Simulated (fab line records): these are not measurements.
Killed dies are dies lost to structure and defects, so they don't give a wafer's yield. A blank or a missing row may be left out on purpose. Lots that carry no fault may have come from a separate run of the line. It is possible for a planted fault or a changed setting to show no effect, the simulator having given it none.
A struck lot beside a sound one / flow n5 finfet / 15 out of 1938 route steps
Sound: the wafers L628.2, L628.4, L628.6. Struck: wafer L632.4 (L632.3, L632.6, from the same lot, were not struck and are left out); the cause is given at the end.
At each step with rows: each side's tool, then ch and its chambers, then its first start. Under that, the readings that differ: sound wafers / struck wafers / difference of the means / sigmas: that difference in standard deviations of wafers without a fault.
alike: readings whose means differ by less than 2 such deviations, and words and numbers that are the same on both sides. not compared: withheld readings, readings that some wafer has no value for, bounds like >300 that may hide the same value, and numbers for which the record gives no deviation and whose values overlap.
A row with sigmas, a row that says differs or no value, or rows on one side alone: a step with any of these is where the two part. When numbers do not overlap yet have no deviation, they are printed without sigmas and do not part them. A reading missing from all wafers of one side parts the sides only when that side holds two or more wafers.

first, 4 steps without rows for these wafers: N5_SD_EPI_N_SOFTBAKE_04 (time 60 s); N5_SD_EPI_N_EXPOSE_06 (exposes mask SD N BLK, target cd 120 nm); N5_SD_EPI_N_PEB_07 (peb time 60 s); N5_SD_EPI_N_DEVELOP_08 (develop time 30 s).
N5_SD_EPI_N_CD_MEAS_09: target cd 120 nm.
  sound on cd sem-01 ch 0, day 3 05:19; struck on cd sem-01 ch 0, day 4 06:48
  alike: cd nm
N5_SD_EPI_N_OVL_MEAS_10:
  sound on overlay-01 ch 0, day 3 05:21; struck on overlay-02 ch 0, day 4 06:50
  alike: SD_N_BLK_OVL
N5_SD_EPI_N_INSPECT_11: inspects for defects (macro).
  sound: defect inspect-02 at day 3 05:23; struck: defect inspect-01 at day 4 06:52
  alike: raw defect count
N5_SD_EPI_N_DESCUM_14: chemistry O2, time 7.9 s.
  sound on rie diel-04 ch 2,3, day 3 05:25; struck on rie diel-04 ch 1, day 4 06:53
reading=oes product au (a.u.); sound=0.75 0.72 0.76; struck=0.99; difference=+0.25; sigmas=+3
  alike: drypump motor current A, rf vpp V, showerhead plenum p Torr, throttle valve pct
  not compared: rf hours counter h
N5_SD_EPI_N_ETCH_34: etches SiARC in CF4, target depth 45.5 nm, time 75.8 s.
  sound on rie diel-04 ch 2,3, day 3 05:26; struck on rie diel-04 ch 1, day 4 06:55
reading=oes product au (a.u.); sound=0.65 0.63 0.65; struck=0.86; difference=+0.22; sigmas=+3
  alike: bias w, drypump motor current A, etch rf on time s, rf vpp V, showerhead plenum p Torr, throttle valve pct
  not compared: rf hours counter h
N5_SD_EPI_N_ETCH_35: etches SOC in N2/H2, overetch 108 nm, time 486 s.
  sound on rie diel-04 ch 2,3, day 3 05:30; struck on rie diel-04 ch 1, day 4 06:59
reading=oes product au (a.u.); sound=0.68 0.65 0.68; struck=0.87; difference=+0.20; sigmas=+2
  alike: bias w, drypump motor current A, rf vpp V, showerhead plenum p Torr, throttle valve pct
  not compared: rf hours counter h
then, 1 step without rows for these wafers: N5_SD_EPI_N_STRIP_36 (strips in N2/H2).
N5_SD_EPI_N_ETCHBACK_44: etches SiNx in CH3F/O2, stops on SiO2, target depth 14.5 nm.
  sound on rie diel-04 ch 2,3, day 3 05:49; struck on rie diel-04 ch 1, day 4 07:18
reading=oes product au (a.u.); sound=0.65 0.61 0.65; struck=0.84; difference=+0.20; sigmas=+3
  alike: bias w, drypump motor current A, rf vpp V, showerhead plenum p Torr, throttle valve pct
  not compared: rf hours counter h
N5_SD_EPI_N_ETCH_45: etches SiOCN in CH3F/O2, target depth 6 nm.
  sound on rie diel-04 ch 2,3, day 3 05:55; struck on rie diel-04 ch 1, day 4 07:24
reading=drypump motor current A (A); sound=6.5 5.8 6.5; struck=5.3; difference=-1.0; sigmas=-2
reading=model.etch.depth nm (nm); sound=5.984 6.078 5.998; struck=4.272; difference=-1.748; sigmas=
  alike: bias w, oes product au, rf vpp V, showerhead plenum p Torr, throttle valve pct
  not compared: rf hours counter h
N5_SD_EPI_N_ETCH_16: etches SiO2 in CHF3/O2, target depth 5 nm.
  sound on rie diel-04 ch 2,3, day 3 06:01; struck on rie diel-04 ch 1, day 4 07:30
reading=oes product au (a.u.); sound=0.76 0.73 0.74; struck=1.00; difference=+0.26; sigmas=+3
  alike: bias w, drypump motor current A, rf vpp V, showerhead plenum p Torr, throttle valve pct
  not compared: rf hours counter h
-- a jump in the record: the struck wafers' starts before and after are 5 days apart (it breaks off in module SD_EPI_N and resumes in module BEOL_M4, where the first step shown is number 1111 of the route) --
N5_BEOL_M4_RC_MEAS_101:
  sound on prober-01 ch 0, day 7 20:33; struck on prober-02 ch 0, day 9 01:05
  alike: DIBL_N, DIBL_P, IOFF_N, IOFF_P, ION_N, ION_P, SS_N, SS_P, VT_N, VT_P

WHERE THEY PART
Earliest at N5_SD_EPI_N_DESCUM_14; latest, in this record, at N5_SD_EPI_N_ETCH_16. Later steps at which nothing parts them and some readings are alike: N5_BEOL_M4_RC_MEAS_101.

WHY: whatever the simulator had introduced
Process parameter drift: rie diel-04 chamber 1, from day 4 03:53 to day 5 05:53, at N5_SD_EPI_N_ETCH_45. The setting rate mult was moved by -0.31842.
